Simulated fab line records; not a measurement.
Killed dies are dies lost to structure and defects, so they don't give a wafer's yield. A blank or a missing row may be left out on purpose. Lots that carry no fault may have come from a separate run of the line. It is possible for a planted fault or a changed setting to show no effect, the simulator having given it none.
Matching of chambers	flow n5_finfet	rie_diel-06 running N5_BEOL_M0_STRIP_140: 4 sister chambers
The step strips in CF4. 4 wafers are shown with their chamber, then 12 later ones without.

== WAFERS PAIRED WITH THEIR CHAMBERS ==
wafer	chamber	throttle_valve_pct (%)
L090.2	3	13.84
L092.4	2	13.98
L092.5	1	13.34
L092.6	0	13.34

== WAFERS WITH NO CHAMBER GIVEN ==
wafer	throttle_valve_pct (%)
L093.1	13.34
L093.4	13.89
L093.6	13.87
L094.1	14.00
L094.2	13.91
L094.3	13.36
L096.1	13.32
L096.3	13.96
L096.4	13.86
L097.1	13.99
L097.3	13.36
L097.6	13.89

== CHAMBER TAKEN BY EACH ==
wafer	from the rows above	in truth
L093.1	can't be placed: 0 or 1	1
L093.4	can't be placed: 3 or 2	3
L093.6	3	3
L094.1	2	2
L094.2	can't be placed: 2 or 3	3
L094.3	can't be placed: 0 or 1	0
L096.1	can't be placed: 0 or 1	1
L096.3	2	2
L096.4	3	3
L097.1	2	2
L097.3	can't be placed: 0 or 1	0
L097.6	can't be placed: 3 or 2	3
Correctly placed: 5 of 12. These rows do not allow placing 7 (true chamber among the candidates in 7). Placed wrongly: 0.
How it was worked out, from the rows above alone: a wafer's distance from a chamber is the root of the sum, over the readings, of the square of ((its reading less the chamber's mean) divided by the reading's scatter). If the next closest chamber is less than 2 further off than the closest, the wafer can't be placed; otherwise it belongs to the closest. Each chamber's mean is taken over the wafers shown for it. The scatter (one wafer shown for each chamber): square how far every hidden wafer sits from the nearest shown wafer, average those squares and take the square root.
